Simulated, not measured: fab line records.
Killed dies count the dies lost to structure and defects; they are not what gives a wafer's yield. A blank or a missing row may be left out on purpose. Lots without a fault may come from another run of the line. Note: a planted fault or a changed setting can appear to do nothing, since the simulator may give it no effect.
The tool behind it: which one? / flow nand-harc / route of 1302 steps, sampled at 1 step: 12 lots, 36 wafers

## WHAT THE GAUGES READ, wafer by wafer
NHARC_P_CONTACT_CD_MEAS_19.
lot=L075; measured=day 6 08:14; on=cd-sem-03; cd-nm (nm)=89.3 91.0 88.0
lot=L077; measured=day 7 09:21; on=cd-sem-01; cd-nm (nm)=92.0 90.6 91.7
lot=L079; measured=day 7 20:41; on=cd-sem-01; cd-nm (nm)=91.2 90.2 88.0
lot=L081; measured=day 8 23:04; on=cd-sem-03; cd-nm (nm)=88.4 88.2 88.8
lot=L083; measured=day 10 00:00; on=cd-sem-02; cd-nm (nm)=86.3 87.3 88.3
lot=L085; measured=day 10 11:13; on=cd-sem-01; cd-nm (nm)=88.5 88.8 92.1
lot=L087; measured=day 11 03:09; on=cd-sem-01; cd-nm (nm)=88.7 91.9 90.7
lot=L089; measured=day 12 04:11; on=cd-sem-03; cd-nm (nm)=94.7 90.2 90.6
lot=L090; measured=day 13 06:28; on=cd-sem-03; cd-nm (nm)=92.5 91.6 87.2
lot=L092; measured=day 13 19:29; on=cd-sem-02; cd-nm (nm)=91.0 92.0 92.8
lot=L095; measured=day 14 22:23; on=cd-sem-02; cd-nm (nm)=89.0 86.0 84.1
lot=L097; measured=day 15 05:00; on=cd-sem-01; cd-nm (nm)=91.8 92.9 92.3

## WHICH TOOL RAN EACH LOT (tool, then ch and the chambers of the sampled wafers, then the start)
Record: no process step prior to these readings.

## THE ANSWER, worked out from the rows above alone
Rule: the usual values come from the lots themselves. The widest of any qualifying gaps counts: lots, ordered by their means at a reading, are off when they make up no more than a third of the lots, leave a main group of 4 or more, and stand apart from it by 3 or more times the standard deviation of that group's means. A main group whose means are all the same, to the digits that the tables above print for the reading, isn't used. A lot without any number at a reading at which 4 lots or more have one is off too. The other lots that the step has rows for count as sound.
None of the lots is off at any reading shown; this tells nothing.

## WHAT HAD BEEN PUT IN BY THE SIMULATOR
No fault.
